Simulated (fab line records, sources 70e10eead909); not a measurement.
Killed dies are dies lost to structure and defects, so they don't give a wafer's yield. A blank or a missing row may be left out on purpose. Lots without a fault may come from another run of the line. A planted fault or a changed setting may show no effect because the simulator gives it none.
Chamber matching | flow nand_harc | NHARC_A_SGD_CUT_CMP_21 on cmp-02: 4 sister chambers
The step polishes, target thk 148.19 nm. 8 wafers are shown with their chamber, then 9 later ones without.

WAFERS WITH THEIR CHAMBER
wafer  | chamber | motor_current_A (A) | edge_zone_pressure_frac
L081.5 | 0       | 12.7                | 0.987
L080.6 | 3       | 11.6                | 1.000
L084.1 | 2       | 10.6                | 1.003
L084.2 | 3       | 11.9                | 1.006
L084.4 | 0       | 13.7                | 1.007
L085.1 | 1       | 11.4                | 0.999
L085.3 | 2       | 10.6                | 1.009
L085.5 | 1       | 11.8                | 0.997

WAFERS WITHOUT THEIR CHAMBER
wafer  | motor_current_A (A) | edge_zone_pressure_frac
L089.1 | 10.8                | 1.003
L089.5 | 11.2                | 0.992
L089.6 | 13.4                | 1.003
L090.1 | 13.2                | 0.999
L090.2 | 11.3                | 0.996
L090.3 | 10.6                | 1.005
L094.1 | 12.0                | 0.994
L094.2 | 12.1                | 1.006
L094.5 | 11.5                | 0.996

WHICH CHAMBER EACH WENT THROUGH
wafer  | from the rows above          | in truth
L089.1 | can't be placed: 2 or 1 or 3 | 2
L089.5 | can't be placed: 1 or 3 or 2 | 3
L089.6 | 0                            | 0
L090.1 | 0                            | 0
L090.2 | can't be placed: 1 or 3 or 2 | 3
L090.3 | 2                            | 2
L094.1 | can't be placed: 1 or 3 or 0 | 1
L094.2 | can't be placed: 3 or 1      | 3
L094.5 | can't be placed: 1 or 3      | 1
Placed correctly: 3 of 9. Can't be placed from these rows: 6 (the true chamber is among the candidates in 6). Placed wrongly: 0.
How it was worked out, from the rows above alone: a wafer's distance from a chamber is the root of the sum, over the readings, of the square of ((its reading less the chamber's mean) divided by the reading's scatter). The wafer belongs to the nearest chamber; if the next one is less than 2 further off, it can't be placed. A chamber's mean is the mean of its shown wafers. The scatter: the root of (the sum of the squares of (reading less its chamber's mean) over the shown wafers, divided by (wafers less chambers)).
